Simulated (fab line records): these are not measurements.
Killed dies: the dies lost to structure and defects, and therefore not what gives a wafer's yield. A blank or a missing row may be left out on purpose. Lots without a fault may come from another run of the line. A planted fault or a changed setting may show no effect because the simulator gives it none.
fab line records	flow nand-harc
[record] lots = 15	wafers = 45	last-day = 24
route steps=1159 shown P_CONTACT@238 P_M0@260
lots that met no fault: taken from a fault-free run of the same line
start-h: hours from the record's first day to the start of the lot's first wafer shown	wait-h: how many hours have passed since the lot's step before this one	" the same as in the row above	L1.1+2: one row covering several wafers at once	- no value present, or no start provided	* or withheld: withheld	< > ~ a bound
route shown NAME@n: NAME is a module with steps in the file, n the number in the route of the first one	usual: mean and standard deviation over wafers with no fault	same: alike in all rows	chamber/n: place in a boat	sites: the reading at each site	_std_site: how widely they spread, as a standard deviation	_edge_site: inner sites' mean taken away from outer sites' mean	radius-mm: for every site, how far away it sits from the centre of the wafer	mask NAME#n: copy n	behind: tool/chamber where the wafer was last shaped	hold: the reason the lot was held/the length of the hold in hours/how it ended	device: names the non-switching transistor (n, p or np)	end of line: the tests these same wafers got at the end of their route	a step given without rows: its recipe and nothing more	killed: at the first sort, the dies lost to defects and structure; wafer yield is something else	map: a wafer's dies, x killed, . not, _ none there
set.NAME: the setting as run; set.NAME@STEP: as run at that earlier step	model.NAME: the simulator's own value behind a step, which no gauge read
route steps across a sampled set of lots; one table per step, one row per wafer
services: when a tool's chamber went out of use (start-h, in hours from the record's first day, below 0 if earlier), for how many hours, and the reason
[[steps]]
[step NHARC_P_CONTACT_ETCH_18]
[recipe] target-depth-a = 4810	time-s = 240.5	c4f8-flow-sccm = 20	o2-flow-sccm = 10	ar-flow-sccm = withheld	rf-w = 600	bias-w = 1500	chemistry = C4F8/O2/Ar
[usual] oes-product-au = 0.959/0.014	rf-vpp-V = 981/4.3
lot.wafer	tool	chamber	start-h	wait-h	oes-product-au	rf-hours-counter-h	rf-vpp-V
L639.3	rie-diel-06	2	-	-	0.965	18	988
L639.1	"	3	"	"	0.951	17	985
L639.6	"	0	"	"	0.955	-	982
L640.1	rie-diel-02	3	-	-	0.966	16	988
L640.2	"	1	"	"	0.978	15	981
L640.6	"	2	"	"	0.964	-	982
L643.4	rie-diel-04	0	-	-	0.945	1	983
L643.1	"	1	"	"	0.964	1	974
L643.6	"	1	"	"	0.962	-	975
L642.1	rie-diel-02	2	-	-	0.965	15	981
L642.5	"	3	"	"	0.946	-	986
L642.6	"	0	"	"	0.959	-	973
L645.4	rie-diel-04	2	-	-	0.956	3	982
L645.2	"	3	"	"	0.948	3	983
L645.6	"	1	"	"	0.961	-	975
L646.4	rie-diel-06	2	-	-	0.970	30	986
L646.6	"	3	"	"	0.951	-	984
L646.5	"	0	"	"	0.977	-	982
L647.2	rie-diel-04	2	-	-	0.971	4	982
L647.5	"	3	"	"	0.974	-	982
L647.6	"	0	"	"	0.952	-	982
L651.1	rie-diel-06	3	-	-	0.951	38	984
L651.6	"	0	"	"	0.942	-	982
L651.5	"	1	"	"	0.947	-	975
L650.1	rie-diel-04	0	-	-	0.950	6	983
L650.2	"	2	"	"	0.961	5	982
L650.5	"	0	"	"	0.949	-	982
L649.3	rie-diel-02	1	-	-	0.939	2	982
L649.2	"	2	"	"	0.937	2	984
L649.5	"	1	"	"	0.944	-	982
L653.2	rie-diel-02	3	-	-	0.962	4	989
L653.6	"	2	"	"	0.960	-	982
L653.5	"	3	"	"	0.953	-	986
L654.4	rie-diel-04	1	-	-	0.965	8	976
L654.2	"	2	"	"	0.970	7	982
L654.5	"	0	"	"	0.949	-	980
L658.2	rie-diel-04	0	-	-	0.969	11	980
L658.5	"	0	"	"	0.961	-	983
L658.6	"	1	"	"	0.939	-	977
L660.1	rie-diel-04	1	-	-	0.937	12	976
L660.4	"	0	"	"	0.948	12	980
L660.5	"	2	"	"	0.979	-	982
L661.4	rie-diel-02	3	-	-	0.942	10	987
L661.3	"	1	"	"	0.955	8	984
L661.6	"	3	"	"	0.939	-	987
[step NHARC_P_CONTACT_ALD_22]
[recipe] target-thk-a = 30	pulse-time-s = 1	ald-cycles = 150	temp-c = 450	material = TiN
[usual] heater-power-w = 1053/63	precursor-pulse-height-rel = 1.001/0.019
lot.wafer	tool	chamber	start-h	wait-h	heater-power-w	precursor-pulse-height-rel
L639.3	ald-metal-04	1	120.23	-	1072	1.023
L639.1	"	3	"	"	1046	1.030
L639.6	"	1	"	"	1101	1.012
L640.1	ald-metal-03	3	120.47	-	970	0.985
L640.2	"	1	"	"	1095	1.013
L640.6	"	0	"	"	1033	1.016
L643.4	ald-metal-02	0	134.78	-	937	1.009
L643.1	"	1	"	"	1053	0.999
L643.6	"	3	"	"	1029	1.006
L642.1	ald-metal-04	1	135.36	-	1075	1.032
L642.5	"	2	"	"	1059	1.014
L642.6	"	3	"	"	1010	1.042
L645.2	ald-metal-02	1	155.32	-	1027	1.038
L645.4	"	2	"	"	1044	0.988
L645.6	"	1	"	"	1039	1.000
L646.4	ald-metal-04	0	156.82	-	1138	0.959
L646.5	"	3	"	"	1021	0.983
L646.6	"	0	"	"	1134	0.990
L647.2	ald-metal-03	3	166.89	-	952	1.005
L647.6	"	0	"	"	1042	0.980
L647.5	"	1	"	"	1176	0.989
L651.1	ald-metal-03	1	187.68	-	1157	1.011
L651.6	"	2	"	"	1099	1.021
L651.5	"	3	"	"	952	0.975
L650.1	ald-metal-04	0	188.20	-	1100	0.973
L650.2	"	2	"	"	1049	0.991
L650.5	"	1	"	"	1074	0.987
L649.2	ald-metal-03	3	188.54	-	968	1.002
L649.3	"	0	"	"	1054	1.020
L649.5	"	1	"	"	1194	1.006
L653.2	ald-metal-04	3	199.13	-	1019	0.943
L653.5	"	1	"	"	1080	0.999
L653.6	"	2	"	"	1067	0.996
L654.2	ald-metal-03	0	206.93	-	1066	1.024
L654.4	"	2	"	"	1082	1.015
L654.5	"	0	"	"	1058	0.997
L658.2	ald-metal-02	1	234.08	-	1007	0.985
L658.5	"	2	"	"	1003	1.005
L658.6	"	3	"	"	1126	1.017
L660.1	ald-metal-04	3	243.11	-	1021	0.975
L660.4	"	0	"	"	1121	0.991
L660.5	"	2	"	"	1071	1.013
L661.4	ald-metal-02	1	243.63	-	1035	0.976
L661.3	"	2	"	"	994	1.007
L661.6	"	0	"	"	940	1.012
[step NHARC_P_M0_EXPOSE_06]
[recipe] na = 1.35	target-cd-nm = 90	dose-mj = 81.28	mask-id = P_M0
[usual] exposure-dose-mJ-cm2 = 81.25/0.08
lot.wafer	tool	chamber	start-h	wait-h	mask	exposure-dose-mJ-cm2
L639.1	arfi-scanner-03	0	128.80	-	P_M0#0	81.28
L639.3	"	0	"	"	P_M0#0	81.29
L639.6	"	0	"	"	P_M0#0	81.30
L640.1	arfi-scanner-01	0	129.59	-	P_M0#0	81.37
L640.2	"	0	"	"	P_M0#0	81.31
L640.6	"	0	"	"	P_M0#0	81.29
L643.1	arfi-scanner-01	0	143.87	-	P_M0#0	81.25
L643.4	"	0	"	"	P_M0#0	81.18
L643.6	"	0	"	"	P_M0#0	81.23
L642.1	arfi-scanner-01	0	143.92	-	P_M0#0	81.17
L642.5	"	0	"	"	P_M0#0	81.24
L642.6	"	0	"	"	P_M0#0	81.20
L645.2	arfi-scanner-03	0	158.33	-	P_M0#0	81.16
L645.4	"	0	"	"	P_M0#0	81.21
L645.6	"	0	"	"	P_M0#0	81.21
L646.4	arfi-scanner-03	0	159.18	-	P_M0#0	81.21
L646.5	"	0	"	"	P_M0#0	81.24
L646.6	"	0	"	"	P_M0#0	81.35
L647.2	arfi-scanner-03	0	168.74	-	P_M0#0	81.23
L647.5	"	0	"	"	P_M0#0	81.20
L647.6	"	0	"	"	P_M0#0	81.18
L651.1	arfi-scanner-01	0	189.63	-	P_M0#0	81.18
L651.5	"	0	"	"	P_M0#0	81.12
L651.6	"	0	"	"	P_M0#0	81.06
L650.1	arfi-scanner-02	0	190.34	-	P_M0#0	81.12
L650.2	"	0	"	"	P_M0#0	81.30
L650.5	"	0	"	"	P_M0#0	81.19
L649.2	arfi-scanner-03	0	190.76	-	P_M0#0	81.36
L649.3	"	0	"	"	P_M0#0	81.33
L649.5	"	0	"	"	P_M0#0	81.18
L653.2	arfi-scanner-03	0	207.17	-	P_M0#0	81.43
L653.5	"	0	"	"	P_M0#0	81.39
L653.6	"	0	"	"	P_M0#0	81.40
L654.2	arfi-scanner-02	0	214.00	-	P_M0#0	55.63
L654.4	"	0	"	"	P_M0#0	55.54
L654.5	"	0	"	"	P_M0#0	55.59
L658.2	arfi-scanner-02	0	238.07	-	P_M0#0	60.75
L658.5	"	0	"	"	P_M0#0	60.65
L658.6	"	0	"	"	P_M0#0	60.68
L660.1	arfi-scanner-02	0	245.10	-	P_M0#0	63.73
L660.4	"	0	"	"	P_M0#0	63.81
L660.5	"	0	"	"	P_M0#0	63.74
L661.3	arfi-scanner-03	0	245.79	-	P_M0#0	81.30
L661.4	"	0	"	"	P_M0#0	81.23
L661.6	"	0	"	"	P_M0#0	81.03
[step NHARC_P_M0_CD_MEAS_09]
[recipe] target-cd-nm = 90	landing-energy-ev = 500
[usual] cd-nm = 90.4/0.83
lot.wafer	tool	chamber	start-h	wait-h	cd-nm
L639.1	cd-sem-02	0	128.94	-	89.6
L639.3	"	0	"	"	89.8
L639.6	"	0	"	"	90.0
L640.1	cd-sem-01	0	129.73	-	89.9
L640.2	"	0	"	"	90.5
L640.6	"	0	"	"	89.4
L643.1	cd-sem-01	0	144.00	-	92.2
L643.4	"	0	"	"	90.0
L643.6	"	0	"	"	90.9
L642.1	cd-sem-01	0	144.06	-	91.7
L642.5	"	0	"	"	91.9
L642.6	"	0	"	"	91.7
L645.2	cd-sem-01	0	158.47	-	91.2
L645.4	"	0	"	"	89.3
L645.6	"	0	"	"	91.4
L646.4	cd-sem-02	0	159.31	-	89.3
L646.5	"	0	"	"	89.8
L646.6	"	0	"	"	89.9
L647.2	cd-sem-03	0	168.88	-	90.0
L647.5	"	0	"	"	89.3
L647.6	"	0	"	"	89.6
L651.1	cd-sem-03	0	189.77	-	91.5
L651.5	"	0	"	"	91.0
L651.6	"	0	"	"	90.3
L650.1	cd-sem-03	0	190.48	-	90.1
L650.2	"	0	"	"	89.6
L650.5	"	0	"	"	89.7
L649.2	cd-sem-01	0	190.90	-	90.0
L649.3	"	0	"	"	88.8
L649.5	"	0	"	"	89.8
L653.2	cd-sem-03	0	207.31	-	89.6
L653.5	"	0	"	"	91.2
L653.6	"	0	"	"	89.6
L654.2	cd-sem-01	0	214.14	-	67.7
L654.4	"	0	"	"	65.8
L654.5	"	0	"	"	65.9
L658.2	cd-sem-03	0	238.22	-	71.3
L658.5	"	0	"	"	71.3
L658.6	"	0	"	"	72.1
L660.1	cd-sem-01	0	245.25	-	75.5
L660.4	"	0	"	"	75.8
L660.5	"	0	"	"	75.3
L661.3	cd-sem-03	0	245.94	-	91.6
L661.4	"	0	"	"	90.6
L661.6	"	0	"	"	89.9
[step NHARC_P_M0_ETCH_34]
[recipe] target-depth-a = 400	overetch-a = 120	time-s = 43.94	ion-energy-ev = 200	n2-flow-sccm = 150	h2-flow-sccm = 150	ar-flow-sccm = 0	rf-w = 400	bias-w = 150	chemistry = N2/H2
[usual] drypump-motor-current-A = 5.9/0.48	n2-flow-sccm = 150.0/0.45	oes-product-au = 1.000/0.016	rf-vpp-V = 431.6/2.6	showerhead-plenum-p-Torr = 2.08/0.089	throttle-valve-pct = 14.171/0.0094
lot.wafer	tool	chamber	start-h	wait-h	drypump-motor-current-A	n2-flow-sccm	oes-product-au	rf-hours-counter-h	rf-vpp-V	showerhead-plenum-p-Torr	throttle-valve-pct
L639.1	rie-diel-03	3	129.24	0.1	6.4	149.0	0.995	7	428.6	2.00	14.179
L639.3	"	1	"	"	6.1	149.8	1.015	7	427.8	1.94	14.153
L639.6	"	2	"	"	5.3	150.0	0.996	-	430.7	2.10	14.174
L640.2	rie-diel-01	2	130.05	0.1	6.5	149.8	0.988	12	432.2	2.08	14.189
L640.1	"	0	"	"	5.9	150.3	0.978	10	430.6	2.10	14.189
L640.6	"	2	"	"	6.5	149.6	0.986	-	430.8	2.08	14.165
L643.1	rie-diel-03	3	144.30	0.1	6.4	150.0	0.986	7	430.1	2.00	14.180
L643.4	"	0	"	"	5.6	150.0	1.021	5	435.4	2.21	14.173
L643.6	"	2	"	"	5.3	149.5	0.999	-	432.9	2.10	14.182
L642.1	rie-diel-03	1	144.33	0.1	6.1	150.0	1.012	7	426.8	1.94	14.180
L642.6	"	0	"	"	5.6	150.9	1.027	-	436.3	2.21	14.187
L642.5	"	1	"	"	6.1	149.7	1.014	-	428.7	1.94	14.163
L645.2	rie-diel-03	0	158.76	0.1	5.6	150.3	1.026	6	435.6	2.21	14.159
L645.4	"	0	"	"	5.6	150.2	1.023	-	435.9	2.21	14.177
L645.6	"	3	"	"	6.4	149.7	0.996	-	429.4	2.00	14.164
L646.4	rie-diel-11	2	159.59	0.1	6.5	150.1	0.990	8	431.4	2.08	14.166
L646.6	"	3	"	"	6.6	150.1	0.993	-	430.7	2.10	14.173
L646.5	"	0	"	"	4.9	149.4	0.997	-	433.1	2.17	14.175
L647.2	rie-diel-01	1	169.15	0.1	6.3	149.9	0.984	2	435.4	2.18	14.188
L647.5	"	1	"	"	6.3	149.9	0.991	-	435.1	2.18	14.176
L647.6	"	2	"	"	6.5	149.4	1.009	-	431.1	2.08	14.185
L651.1	rie-diel-03	2	190.06	0.1	5.3	149.8	0.997	9	431.5	2.10	14.179
L651.5	"	1	"	"	6.1	150.5	1.020	-	428.0	1.94	14.164
L651.6	"	2	"	"	5.3	149.7	1.009	-	431.7	2.09	14.175
L650.1	rie-diel-03	2	190.78	0.1	5.3	150.9	0.999	9	432.8	2.09	14.173
L650.2	"	0	"	"	5.6	149.3	1.028	9	436.1	2.21	14.179
L650.5	"	1	"	"	6.1	149.7	1.016	-	427.3	1.94	14.169
L649.3	rie-diel-01	3	191.16	0.1	5.5	149.5	0.987	4	429.0	1.99	14.183
L649.2	"	1	"	"	6.3	149.7	0.988	4	434.5	2.18	14.167
L649.5	"	0	"	"	6.0	150.2	0.990	-	433.7	2.10	14.152
L653.2	rie-diel-01	1	207.59	0.1	6.3	150.7	0.967	5	433.8	2.18	14.167
L653.5	"	0	"	"	6.0	149.9	0.994	-	431.8	2.10	14.177
L653.6	"	1	"	"	6.3	150.5	0.969	-	433.6	2.18	14.153
L654.4	rie-diel-01	3	214.41	0.1	5.4	150.9	0.974	6	428.9	1.99	14.178
L654.2	"	1	"	"	6.3	149.3	0.968	6	435.8	2.18	14.186
L654.5	"	0	"	"	6.0	149.8	0.990	-	432.2	2.10	14.183
L658.2	rie-diel-03	0	238.48	0.1	5.6	150.2	1.028	0	435.9	2.20	14.168
L658.5	"	0	"	"	5.6	149.9	1.017	-	433.6	2.20	14.162
L658.6	"	1	"	"	6.1	150.1	1.009	-	427.8	1.93	14.169
L660.1	rie-diel-03	3	245.53	0.1	6.4	150.4	0.997	1	429.8	2.00	14.156
L660.4	"	1	"	"	6.1	150.5	1.009	1	429.0	1.93	14.174
L660.5	"	2	"	"	5.3	150.1	1.011	-	432.9	2.09	14.180
L661.3	rie-diel-03	3	246.20	0.1	6.4	149.9	0.997	1	429.6	2.00	14.167
L661.4	"	0	"	"	5.6	149.9	1.027	1	435.5	2.20	14.167
L661.6	"	3	"	"	6.4	149.8	0.992	-	430.1	2.00	14.176
[[services]]
tool	chamber	start-h	hours	kind
rie-diel-03	-	101.96	1.0	repair
rie-diel-01	1	110.75	12.5	repair
rie-diel-03	0	111.83	30.8	repair
rie-diel-04	-	112.00	9.0	pm
arfi-scanner-03	-	125.14	1.4	repair
rie-diel-01	1	125.64	6.7	repair
rie-diel-01	3	129.13	5.4	repair
rie-diel-01	-	137.80	9.0	pm
ald-metal-04	-	137.92	0.9	repair
arfi-scanner-03	-	140.00	4.0	pm
ald-metal-03	-	144.00	10.0	pm
rie-diel-02	-	150.70	9.0	pm
rie-diel-03	2	157.31	12.0	repair
rie-diel-04	-	184.48	1.1	repair
ald-metal-04	0	189.11	24.8	repair
rie-diel-03	3	189.59	19.7	repair
rie-diel-01	2	192.85	8.1	repair
rie-diel-03	2	195.69	7.1	repair
arfi-scanner-03	-	199.69	0.9	repair
ald-metal-03	3	201.29	2.7	repair
rie-diel-03	-	215.30	9.0	pm
rie-diel-01	0	215.42	8.1	repair
ald-metal-04	-	228.05	10.0	pm
ald-metal-03	-	232.36	0.7	repair
[[key]]
[first-sign] step = NHARC_P_M0_EXPOSE_06	reading = exposure-dose-mJ-cm2	direction = down	sigmas = 99+	usual = 81.25	struck = 60.01
[effect] step = NHARC_P_M0_CD_MEAS_09	reading = cd-nm	direction = down	sigmas = 23	usual = 90.4	struck = 71.2	through = control-loop
met-at NHARC_P_M0_EXPOSE_06
struck-lots L654,L658,L660
later-rows-left-out L654.2,L654.4,L654.5,L658.2,L658.5,L658.6
sort-left-out L654.2,L654.4,L654.5,L658.2,L658.5,L658.6,L660.1,L660.4,L660.5
[loop-trim] step = NHARC_P_M0_EXPOSE_06	setting = dose	lots = L658,L660
not-acting-at NHARC_P_CONTACT_ETCH_18,NHARC_P_CONTACT_ALD_22,NHARC_P_M0_ETCH_34
onset-between 190.34 214.00
[fault] kind = process-parameter-drift	tool = arfi-scanner-02	chamber = -	onset-h = 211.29	steps = NHARC_P_M0_EXPOSE_06	channel = dose-mj	offset = -25.687	shape = step	acts-in = these-recipes-only	stated = 81.28
// sort-left-out: the simulated sort isn't trusted on such a fault, so these wafers' sort isn't shown, and their yield isn't known
// later-rows-left-out: the simulator's readings of these wafers behind a module that went badly wrong aren't trusted and aren't shown, but for the sort
// loop-trim: a control loop set the setting to another value than it would have without faults
